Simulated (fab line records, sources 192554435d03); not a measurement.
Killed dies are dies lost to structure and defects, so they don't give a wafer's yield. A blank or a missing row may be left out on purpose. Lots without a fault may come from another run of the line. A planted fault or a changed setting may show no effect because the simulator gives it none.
fab line records | flow n5_finfet | part 1 of 2: steps 1 to 4 of 6
record lots=18 wafers=54 last_day=18
route steps=1938 shown FIN_SAQP@114 FIN_CUT@169 STI_FIN_REVEAL@187
lots that met no fault: from a run of the same line without faults
start_h: hours from the record's first day to the start of the lot's first wafer shown | wait_h: hours since the lot's step before | " the same as in the row above | L1.1+2: a row that stands for several wafers | - no value, or no start given | * or withheld: withheld | < > ~ a bound
route shown NAME@n: a module of which the file shows steps, and the number in the route of the first | usual: mean/standard deviation of fault-free wafers | same: alike in all rows | chamber/n: place in a boat | sites: the reading at each site | _std_site: their standard deviation | _edge_site: outer sites' mean less inner sites' | radius_mm: how far each site lies from the wafer's centre | mask NAME#n: copy n | behind: the tool/chamber that last shaped the wafer | hold: why the lot was held/for how many hours/how that ended | device: the transistor (n, p or np) that didn't switch | end of line: the same wafers' tests at the end of the route | a step without rows: its recipe alone | killed: dies lost to structure and defects at the first sort, not the wafer's yield | map: a wafer's dies, x killed, . not, _ none there
set.NAME: the setting as run; set.NAME@STEP: as run at that earlier step | model.NAME: the simulator's own value behind a step, which no gauge read
steps of the route over a sample of lots; a table a step, a row a wafer
services: from which hour (start_h, from the record's first day; less than 0 if before it) a tool's chamber was out of use, for how many hours, and why
## steps
# step N5_FIN_SAQP_DESCUM_21
# recipe chemistry=O2 time_s=7.9 source_power_w=50 bias_power_w=20 pressure_mtorr=20 rf_frequency_hz=2.712e+07 temp_c=40 resist=CAR-ArF o2_flow_sccm=225
# usual chamber_pressure_mTorr=19.999/0.021 drypump_motor_current_A=5.6/0.43 oes_product_au=0.78/0.096 rf_vpp_V=243.3/1.2 showerhead_plenum_p_Torr=2.09/0.062 throttle_valve_pct=20.3/0.32
# same time_s=7.9
# columns lot.wafer tool chamber start_h wait_h chamber_pressure_mTorr drypump_motor_current_A oes_product_au rf_hours_counter_h rf_vpp_V showerhead_plenum_p_Torr throttle_valve_pct
L074.1 rie_diel-04 3 22.31 0.0 20.007 5.6 0.73 188 243.4 2.17 20.6
L074.2 " 1 " " 19.993 5.2 0.70 220 241.8 1.99 20.7
L074.5 " 1 " " 20.002 5.2 0.71 - 240.9 1.99 20.7
L075.3 rie_diel-04 2 27.49 0.0 19.999 4.9 0.97 1 243.3 2.15 20.1
L075.4 " 0 " " 19.988 5.9 0.71 197 244.0 2.07 20.6
L075.5 " 0 " " 20.020 5.9 0.70 - 243.4 2.07 20.6
L076.1 rie_diel-04 2 34.07 0.0 19.988 5.0 0.93 4 241.7 2.15 20.1
L076.2 " 1 " " 19.984 5.2 0.70 225 242.1 1.99 20.7
L076.3 " 3 " " 20.010 5.6 0.71 193 244.4 2.17 20.6
L077.3 rie_diel-04 0 39.96 0.1 20.007 5.8 0.71 203 241.7 2.07 20.6
L077.4 " 2 " " 19.994 5.0 0.94 6 244.2 2.15 20.1
L077.5 " 2 " " 19.983 4.9 0.94 - 245.1 2.15 20.1
L079.2 rie_diel-04 1 52.74 0.1 19.985 5.1 0.70 231 241.3 1.99 20.7
L079.3 " 0 " " 20.001 5.9 0.70 206 242.8 2.06 20.6
L079.4 " 2 " " 19.973 4.9 0.93 9 242.8 2.15 20.1
L082.1 rie_diel-01 0 70.37 0.0 20.008 5.6 0.76 137 243.5 2.18 20.2
L082.3 " 3 " " 19.980 4.8 0.82 53 243.8 2.09 19.7
L082.4 " 1 " " 20.003 5.5 0.70 222 243.1 2.17 20.2
L083.2 rie_diel-04 0 76.68 0.1 20.022 5.8 0.69 214 243.5 2.06 20.6
L083.3 " 1 " " 20.016 5.2 0.69 240 242.2 1.99 20.7
L083.6 " 0 " " 19.998 5.8 0.69 - 241.6 2.06 20.6
L084.3 rie_diel-02 3 82.49 0.0 20.020 6.1 0.75 161 243.1 2.08 20.5
L084.5 " 1 " " 19.961 5.4 0.84 - 242.9 2.05 19.9
L084.6 " 2 " " 19.950 6.2 0.66 - 242.5 2.06 20.3
L085.1 rie_diel-02 0 88.73 0.0 19.991 6.2 0.69 241 243.8 2.03 20.8
L085.2 " 1 " " 20.015 5.4 0.85 45 242.1 2.05 19.9
L085.6 " 3 " " 20.029 6.1 0.75 - 242.0 2.08 20.5
L086.3 rie_diel-04 3 94.41 0.0 20.001 5.6 0.70 214 244.0 2.16 20.6
L086.4 " 3 " " 20.013 5.6 0.70 - 244.7 2.16 20.6
L086.5 " 1 " " 20.006 5.2 0.69 - 241.6 1.98 20.7
L087.3 rie_diel-02 3 101.39 0.3 20.022 6.1 0.75 167 242.3 2.08 20.5
L087.4 " 3 " " 19.967 6.1 0.74 - 243.7 2.08 20.5
L087.5 " 1 " " 20.002 5.4 0.84 - 241.6 2.05 19.9
L090.4 rie_diel-01 2 118.84 0.0 20.004 5.6 0.99 - 243.6 2.14 20.3
L090.5 " 3 " " 20.009 4.8 0.80 - 243.5 2.08 19.7
L090.6 " 1 " " 19.996 5.5 0.69 - 244.3 2.17 20.3
L092.1 rie_diel-01 3 131.60 0.2 19.985 4.8 0.78 77 242.9 2.08 19.7
L092.2 " 0 " " 20.052 5.6 0.74 158 245.2 2.17 20.2
L092.5 " 3 " " 20.012 4.8 0.78 - 244.1 2.08 19.7
L093.1 rie_diel-04 3 137.47 0.1 19.996 5.6 0.70 233 243.1 2.16 20.6
L093.4 " 1 " " 20.004 5.2 0.94 7 244.3 2.24 20.2
L093.5 " 2 " " 20.005 5.0 0.87 - 244.3 2.14 20.1
L094.2 rie_diel-01 3 141.95 0.0 19.992 4.8 0.78 81 242.9 2.08 19.7
L094.3 " 2 " " 19.968 5.6 0.97 12 244.1 2.13 20.3
L094.4 " 0 " " 20.009 5.7 0.74 - 244.5 2.17 20.2
L095.4 rie_diel-02 1 149.09 0.2 20.030 5.4 0.82 68 243.1 2.04 19.9
L095.5 " 2 " " 20.014 6.1 0.89 - 242.0 2.06 19.9
L095.6 " 1 " " 20.009 5.4 0.82 - 241.9 2.04 19.9
L096.1 rie_diel-02 2 154.68 0.0 20.008 6.2 0.89 16 243.5 2.05 19.9
L096.3 " 1 " " 20.004 5.4 0.82 70 243.4 2.04 20.0
L096.5 " 1 " " 19.979 5.4 0.82 - 242.4 2.04 20.0
L097.2 rie_diel-02 0 159.82 0.2 20.029 6.2 0.94 11 242.6 2.02 20.3
L097.4 " 3 " " 19.994 6.1 0.74 190 243.4 2.07 20.5
L097.5 " 1 " " 19.979 5.4 0.82 - 242.6 2.04 19.9
# step N5_FIN_SAQP_MANDREL_ETCH_58
# recipe chemistry=HBr/Cl2 target=a-Si target_depth_a=450 bt_time_s=10 stop_on=SiNx mask_material=SiO2 over_etch_frac=0.8 time_s=27 pressure_mtorr=10 icp_w=800 bias_w=75 HBr_flow_sccm=150 Cl2_flow_sccm=80 ends=end_point
# usual HBr_flow_sccm=150.0/0.44 chamber_pressure_mTorr=10.000/0.0089 drypump_motor_current_A=5.5/0.42 oes_product_au=0.697/0.015 throttle_valve_pct=35.4/0.41
# columns lot.wafer tool chamber start_h wait_h HBr_flow_sccm chamber_pressure_mTorr drypump_motor_current_A oes_product_au rf_hours_counter_h throttle_valve_pct
L074.1 rie_si-01 0 24.74 0.0 149.9 10.007 5.4 0.698 29 34.8
L074.2 " 3 " " 149.1 9.992 6.0 0.669 48 35.9
L074.5 " 3 " " 150.0 10.013 6.0 0.684 - 35.8
L075.3 rie_si-02 1 29.72 0.0 149.2 9.992 5.5 0.699 130 35.3
L075.4 " 3 " " 149.9 10.004 5.5 0.698 31 35.8
L075.5 " 3 " " 150.0 10.003 5.5 0.689 - 35.8
L076.1 rie_si-04 0 36.27 0.0 150.6 10.019 5.3 0.684 178 35.4
L076.2 " 2 " " 150.5 10.005 4.7 0.713 194 35.2
L076.3 " 1 " " 149.6 9.999 5.9 0.702 60 35.6
L077.3 rie_si-01 0 42.93 0.0 150.2 10.003 5.4 0.711 30 34.8
L077.4 " 3 " " 149.1 10.007 6.0 0.691 - 35.8
L077.5 " 1 " " 149.8 9.998 5.9 0.699 - 35.8
L079.2 rie_si-01 0 55.02 0.0 149.6 10.000 5.4 0.691 30 34.9
L079.3 " 1 " " 150.2 9.986 5.9 0.684 8 35.8
L079.4 " 3 " " 150.5 10.000 6.0 0.673 49 35.8
L082.1 rie_si-04 3 72.84 0.0 149.9 10.001 5.2 0.710 6 35.1
L082.3 " 2 " " 150.3 10.013 4.7 0.719 195 35.2
L082.4 " 1 " " 149.7 10.006 5.9 0.704 60 35.6
L083.2 rie_si-01 1 78.90 0.0 150.6 9.985 5.9 0.684 9 35.8
L083.3 " 2 " " 150.1 10.013 6.1 0.705 1 34.7
L083.6 " 2 " " 149.9 9.995 6.1 0.706 - 34.7
L084.3 rie_si-01 3 84.68 0.0 150.0 9.987 5.9 0.678 49 35.8
L084.5 " 0 " " 150.5 10.000 5.4 0.697 - 34.8
L084.6 " 1 " " 149.6 10.003 5.9 0.695 - 35.8
L085.1 rie_si-01 0 91.14 0.0 149.5 9.997 5.4 0.692 30 34.8
L085.2 " 2 " " 150.3 10.013 6.1 0.709 1 34.7
L085.6 " 2 " " 150.2 9.997 6.1 0.720 - 34.7
L086.3 rie_si-01 2 97.72 0.0 150.0 10.004 6.1 0.719 1 34.7
L086.4 " 0 " " 150.1 9.989 5.4 0.703 31 34.8
L086.5 " 2 " " 150.1 10.003 6.1 0.709 - 34.7
L087.3 rie_si-02 0 104.45 0.0 149.3 9.984 5.4 0.708 49 35.9
L087.4 " 2 " " 150.2 10.006 4.9 0.675 - 35.7
L087.5 " 1 " " 149.7 10.000 5.5 0.706 - 35.2
L090.4 rie_si-02 1 121.03 0.0 150.0 10.013 5.5 0.701 133 35.3
L090.5 " 0 " " 150.7 9.993 5.5 0.716 - 35.9
L090.6 " 1 " " 149.8 10.002 5.5 0.709 - 35.2
L092.1 rie_si-01 3 133.82 0.0 150.3 10.001 6.0 0.675 50 35.9
L092.2 " 2 " " 150.5 9.989 6.2 0.706 2 34.7
L092.5 " 0 " " 149.9 10.000 5.4 0.715 - 34.8
L093.1 rie_si-01 2 139.75 0.0 149.3 9.989 6.2 0.721 2 34.7
L093.4 " 1 " " 149.8 9.993 5.9 0.684 10 35.8
L093.5 " 1 " " 150.1 10.002 5.9 0.695 - 35.8
L094.2 rie_si-02 1 144.14 0.0 150.5 9.991 5.5 0.692 133 35.3
L094.3 " 0 " " 150.1 10.008 5.4 0.717 50 35.9
L094.4 " 3 " " 150.1 10.015 5.5 0.704 32 35.8
L095.4 rie_si-01 2 151.74 0.0 149.5 10.020 6.1 0.717 2 34.7
L095.5 " 1 " " 150.4 9.998 5.9 0.694 - 35.8
L095.6 " 0 " " 150.1 9.999 5.4 0.693 - 34.9
L096.1 rie_si-02 0 156.99 0.0 151.1 9.994 5.4 0.705 50 35.9
L096.3 " 3 " " 150.6 9.982 5.5 0.697 32 35.8
L096.5 " 0 " " 150.8 9.999 5.5 0.726 - 35.8
L097.2 rie_si-02 0 162.18 0.0 150.5 10.013 5.4 0.699 50 35.9
L097.4 " 3 " " 149.8 10.007 5.6 0.702 32 35.8
L097.5 " 1 " " 149.2 10.007 5.5 0.703 - 35.3
# step N5_FIN_CUT_ETCH_21
# recipe chemistry=N2/H2 target=SOC target_depth_a=2190 overetch_a=438 mask_material=SiARC temp_c=40 ion_energy_ev=100 bias_w=61 time_s=523.5 pressure_mtorr=30 source_w=850 n2_flow_sccm=200 h2_flow_sccm=200
# usual chamber_pressure_mTorr=29.999/0.028 drypump_motor_current_A=5.8/0.49 oes_product_au=0.68/0.034 rf_vpp_V=241.0/1.3 showerhead_plenum_p_Torr=2.59/0.091 throttle_valve_pct=17.84/0.25
# same time_s=523.5
# columns lot.wafer tool chamber start_h wait_h chamber_pressure_mTorr drypump_motor_current_A oes_product_au rf_hours_counter_h rf_vpp_V showerhead_plenum_p_Torr throttle_valve_pct
L074.1 rie_diel-06 2 27.76 0.0 30.047 6.8 0.75 91 239.1 2.47 17.81
L074.2 " 0 " " 29.976 5.7 0.68 157 241.0 2.65 17.68
L074.5 " 1 " " 29.999 5.7 0.67 - 241.0 2.63 17.51
L075.3 rie_diel-03 0 32.30 0.0 30.013 5.9 0.68 141 241.9 2.67 17.94
L075.4 " 3 " " 29.965 5.9 0.66 173 241.0 2.67 18.41
L075.5 " 0 " " 29.910 5.9 0.69 - 242.6 2.67 17.94
L076.1 rie_diel-05 1 38.72 0.0 29.976 5.1 0.69 147 243.5 2.67 18.08
L076.2 " 2 " " 30.005 6.4 0.71 158 240.2 2.66 17.82
L076.3 " 3 " " 29.971 6.1 0.65 185 241.1 2.53 17.98
L077.3 rie_diel-05 2 45.51 0.0 30.047 6.4 0.71 160 242.0 2.66 17.82
L077.4 " 1 " " 29.973 5.1 0.69 149 242.0 2.67 18.09
L077.5 " 0 " " 30.031 5.3 0.72 - 243.0 2.65 17.44
L079.2 rie_diel-03 3 57.48 0.0 29.997 5.9 0.65 180 240.9 2.66 18.43
L079.3 " 2 " " 30.002 5.6 0.76 64 240.6 2.59 18.03
L079.4 " 1 " " 29.987 6.4 0.64 208 241.1 2.65 18.14
L082.1 rie_diel-06 3 76.98 0.0 29.993 5.2 0.70 173 239.7 2.42 17.66
L082.3 " 2 " " 30.022 6.8 0.74 104 238.8 2.46 17.85
L082.4 " 1 " " 29.975 5.7 0.66 172 242.3 2.63 17.55
L083.2 rie_diel-06 1 81.59 0.0 30.046 5.7 0.65 174 241.6 2.63 17.53
L083.3 " 0 " " 30.005 5.7 0.67 171 243.4 2.64 17.70
L083.6 " 3 " " 30.019 5.2 0.70 - 238.8 2.42 17.68
L084.3 rie_diel-03 0 87.28 0.0 29.978 5.9 0.68 157 242.5 2.66 17.95
L084.5 " 2 " " 30.002 5.7 0.76 - 240.4 2.59 18.06
L084.6 " 3 " " 29.974 5.9 0.65 - 242.4 2.66 18.46
L085.1 rie_diel-06 2 94.09 0.0 29.989 6.7 0.74 108 240.3 2.46 17.86
L085.2 " 3 " " 30.030 5.2 0.70 177 237.8 2.41 17.68
L085.6 " 3 " " 29.985 5.2 0.69 - 238.5 2.41 17.67
L086.3 rie_diel-05 3 101.35 0.0 30.028 6.0 0.64 203 240.0 2.53 18.03
L086.4 " 2 " " 29.977 6.4 0.69 176 243.4 2.65 17.85
L086.5 " 1 " " 29.977 5.1 0.67 - 241.0 2.67 18.10
L087.3 rie_diel-06 1 107.42 0.0 30.011 5.7 0.65 180 240.7 2.63 17.54
L087.4 " 0 " " 29.987 5.7 0.67 178 241.5 2.64 17.71
L087.5 " 3 " " 29.997 5.2 0.69 - 240.3 2.41 17.68
L090.4 rie_diel-03 1 123.75 0.0 30.025 6.4 0.63 228 241.6 2.64 18.16
L090.5 " 0 " " 30.006 5.9 0.67 - 241.4 2.66 18.00
L090.6 " 1 " " 30.027 6.4 0.63 - 242.6 2.64 18.17
L092.1 rie_diel-06 3 136.28 0.0 29.993 5.2 0.68 191 239.2 2.41 17.69
L092.2 " 2 " " 30.018 6.7 0.72 121 239.3 2.46 17.87
L092.5 " 1 " " 30.037 5.7 0.64 - 242.2 2.62 17.57
L093.1 rie_diel-05 1 142.58 0.0 29.999 5.1 0.66 179 241.0 2.66 18.15
L093.4 " 1 " " 29.963 5.1 0.66 - 242.8 2.66 18.13
L093.5 " 2 " " 30.011 6.4 0.68 - 240.6 2.65 17.87
L094.2 rie_diel-03 2 146.92 0.0 30.048 5.6 0.73 94 240.3 2.58 18.10
L094.3 " 0 " " 29.953 5.9 0.67 176 240.7 2.65 17.99
L094.4 " 3 " " 30.015 5.9 0.64 - 241.6 2.65 18.49
L095.4 rie_diel-06 2 155.11 0.0 29.982 6.7 0.71 126 239.4 2.45 17.89
L095.5 " 0 " " 30.009 5.7 0.66 - 242.4 2.63 17.72
L095.6 " 3 " " 29.958 5.2 0.68 - 239.7 2.41 17.73
L096.1 rie_diel-06 3 159.56 0.0 29.984 5.2 0.68 197 238.3 2.41 17.73
L096.3 " 1 " " 30.004 5.7 0.64 197 240.7 2.62 17.58
L096.5 " 1 " " 29.974 5.7 0.64 - 240.9 2.62 17.60
L097.2 rie_diel-06 0 165.04 0.0 30.018 5.7 0.66 192 240.2 2.63 17.73
L097.4 " 1 " " 30.028 5.7 0.64 199 241.4 2.62 17.57
L097.5 " 1 " " 30.025 5.7 0.64 - 241.3 2.62 17.59
# step N5_FIN_CUT_STRIP_22
# recipe chemistry=N2/H2 power_w=500 temp_c=40 pressure_mtorr=50 rf_frequency_hz=6e+07 overash_fraction=0.3 bias_power_w=8 h2_frac=0.5 n2_flow_sccm=300 h2_flow_sccm=300
# usual chamber_pressure_mTorr=49.97/0.14 drypump_motor_current_A=5.8/0.48 oes_product_au=0.74/0.044 rf_vpp_V=54.4/2.1 showerhead_plenum_p_Torr=3.44/0.099 throttle_valve_pct=19.2/0.46
# columns lot.wafer tool chamber start_h wait_h chamber_pressure_mTorr drypump_motor_current_A oes_product_au rf_hours_counter_h rf_vpp_V showerhead_plenum_p_Torr throttle_valve_pct
L074.1 rie_diel-03 1 28.79 0.0 49.83 6.5 0.71 199 54.5 3.50 19.4
L074.2 " 0 " " 50.16 5.9 0.75 141 55.0 3.52 19.3
L074.5 " 2 " " 50.07 5.6 0.84 - 57.5 3.43 19.3
L075.3 rie_diel-06 2 32.96 0.0 50.18 6.7 0.81 93 56.7 3.26 19.2
L075.4 " 0 " " 50.05 5.8 0.73 159 54.5 3.49 19.0
L075.5 " 2 " " 49.82 6.7 0.84 - 57.5 3.26 19.2
L076.1 rie_diel-05 2 39.38 0.0 49.74 6.4 0.77 159 54.4 3.51 19.4
L076.2 " 1 " " 50.04 5.1 0.74 148 54.6 3.53 19.4
L076.3 " 0 " " 50.08 5.3 0.78 117 56.6 3.50 18.4
L077.3 rie_diel-03 0 46.21 0.1 49.84 5.9 0.74 146 54.3 3.52 19.3
L077.4 " 3 " " 50.10 5.9 0.69 177 54.4 3.51 20.1
L077.5 " 0 " " 49.95 5.9 0.76 - 57.4 3.52 19.3
L079.2 rie_diel-05 1 58.28 0.2 49.59 5.1 0.73 153 53.4 3.52 19.3
L079.3 " 2 " " 49.87 6.4 0.75 163 51.4 3.51 19.4
L079.4 " 3 " " 49.96 6.1 0.68 190 53.0 3.34 19.4
L082.1 rie_diel-03 3 77.97 0.1 49.88 5.9 0.69 187 53.5 3.51 20.2
L082.3 " 0 " " 50.10 5.9 0.73 155 53.1 3.51 19.2
L082.4 " 2 " " 50.05 5.7 0.81 71 54.5 3.42 19.3
L083.2 rie_diel-05 0 82.24 0.0 49.86 5.3 0.79 130 51.5 3.49 18.5
L083.3 " 1 " " 49.95 5.1 0.73 160 53.4 3.52 19.4
L083.6 " 2 " " 50.15 6.3 0.76 - 55.3 3.50 19.4
L084.3 rie_diel-06 2 87.94 0.0 49.62 6.8 0.82 106 54.8 3.26 19.2
L084.5 " 1 " " 50.27 5.7 0.71 - 57.5 3.47 18.6
L084.6 " 0 " " 49.83 5.7 0.72 - 56.1 3.48 19.0
L085.1 rie_diel-03 0 94.75 0.0 49.96 5.9 0.73 158 53.7 3.51 19.3
L085.2 " 2 " " 50.00 5.7 0.80 75 60.4 3.42 19.3
L085.6 " 1 " " 50.04 6.5 0.68 - 52.1 3.49 19.4
L086.3 rie_diel-03 1 102.07 0.1 50.03 6.5 0.70 220 52.9 3.49 19.5
L086.4 " 0 " " 50.12 5.9 0.73 161 54.0 3.51 19.3
L086.5 " 3 " " 50.11 5.9 0.70 - 53.7 3.50 20.2
L087.3 rie_diel-06 1 108.09 0.0 50.13 5.7 0.69 180 54.6 3.46 18.6
L087.4 " 3 " " 50.04 5.2 0.76 182 59.5 3.19 18.5
L087.5 " 0 " " 50.06 5.7 0.72 - 55.8 3.48 19.0
L090.4 rie_diel-06 1 124.54 0.2 49.87 5.7 0.73 - 53.2 3.46 18.7
L090.5 " 2 " " 49.96 6.8 0.81 - 55.1 3.25 19.3
L090.6 " 3 " " 49.88 5.2 0.75 - 55.6 3.19 18.5
L092.1 rie_diel-05 1 136.94 0.0 49.92 5.1 0.73 177 50.9 3.51 19.4
L092.2 " 2 " " 49.95 6.3 0.75 188 52.8 3.49 19.5
L092.5 " 2 " " 49.89 6.4 0.73 - 53.7 3.49 19.5
L093.1 rie_diel-03 3 143.24 0.0 50.01 5.9 0.70 209 53.9 3.50 20.2
L093.4 " 0 " " 49.95 5.9 0.73 - 55.1 3.50 19.3
L093.5 " 3 " " 50.23 5.9 0.71 - 54.7 3.50 20.2
L094.2 rie_diel-03 3 147.58 0.0 49.99 5.9 0.68 211 57.0 3.49 20.2
L094.3 " 2 " " 49.84 5.6 0.80 95 53.6 3.41 19.3
L094.4 " 2 " " 50.12 5.7 0.78 - 56.3 3.41 19.3
L095.4 rie_diel-05 1 155.77 0.0 49.90 5.1 0.71 183 52.9 3.51 19.4
L095.5 " 1 " " 50.73 5.1 0.70 - 52.4 3.51 19.4
L095.6 " 2 " " 49.93 6.4 0.75 - 50.6 3.49 19.5
L096.1 rie_diel-05 1 160.36 0.2 49.91 5.1 0.70 185 53.4 3.50 19.4
L096.3 " 0 " " 49.78 5.3 0.75 151 52.1 3.48 18.5
L096.5 " 3 " " 49.82 6.1 0.65 - 53.5 3.33 19.4
L097.2 rie_diel-05 2 165.70 0.0 49.73 6.4 0.72 198 54.1 3.49 19.5
L097.4 " 1 " " 49.97 5.1 0.70 186 56.6 3.50 19.4
L097.5 " 2 " " 50.00 6.4 0.73 - 51.9 3.49 19.5
